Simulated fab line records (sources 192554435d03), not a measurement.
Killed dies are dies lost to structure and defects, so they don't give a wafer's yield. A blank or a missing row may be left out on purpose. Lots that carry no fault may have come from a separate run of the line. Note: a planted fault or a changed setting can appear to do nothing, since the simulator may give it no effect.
Which tool is to blame? / flow n5-finfet / route of 1938 steps, sampled at 1 step: 12 lots, 36 wafers

## WHAT EACH GAUGE READ, for each wafer
N5_SDB_INSPECT_36: inspects for defects (darkfield).
lot=L075; measured=day 4 07:29; on=defect-inspect-02; raw-defect-count=39 50 33
lot=L077; measured=day 4 18:40; on=defect-inspect-02; raw-defect-count=34 57 57
lot=L079; measured=day 5 05:06; on=defect-inspect-02; raw-defect-count=23 14 33
lot=L081; measured=day 5 15:58; on=defect-inspect-02; raw-defect-count=20 38 13
lot=L083; measured=day 6 05:10; on=defect-inspect-01; raw-defect-count=42 81 27
lot=L085; measured=day 6 17:48; on=defect-inspect-01; raw-defect-count=40 43 48
lot=L087; measured=day 7 07:06; on=defect-inspect-01; raw-defect-count=27 31 20
lot=L089; measured=day 7 16:59; on=defect-inspect-01; raw-defect-count=41 30 24
lot=L091; measured=day 8 09:57; on=defect-inspect-01; raw-defect-count=42 43 33
lot=L093; measured=day 8 20:43; on=defect-inspect-02; raw-defect-count=23 14 34
lot=L095; measured=day 9 03:43; on=defect-inspect-01; raw-defect-count=34 24 20
lot=L097; measured=day 9 22:46; on=defect-inspect-02; raw-defect-count=46 68 64

## WHICH TOOL RAN EACH LOT (tool, then ch and the chambers of the sampled wafers, then the start)
Before these readings, the record contains no process step.

## THE ANSWER, worked out from the rows above alone
Rule: the lots themselves supply what counts as usual. Put in order of their means at a reading, lots are off if they are a third of the lots or fewer, leave a main group of 4 or more, and stand apart from it by a gap of 3 or more times the standard deviation of the main group's means; of several such gaps the widest counts. A main group whose means are all the same, to the digits that the tables above print for the reading, isn't used. Also off: a lot with no number at a reading for which 4 or more lots have one. Any other lot the step has rows for is counted as sound.
Across all readings shown, no lot is off: no conclusion can be drawn from this.

## WHAT THE SIMULATOR PUT IN
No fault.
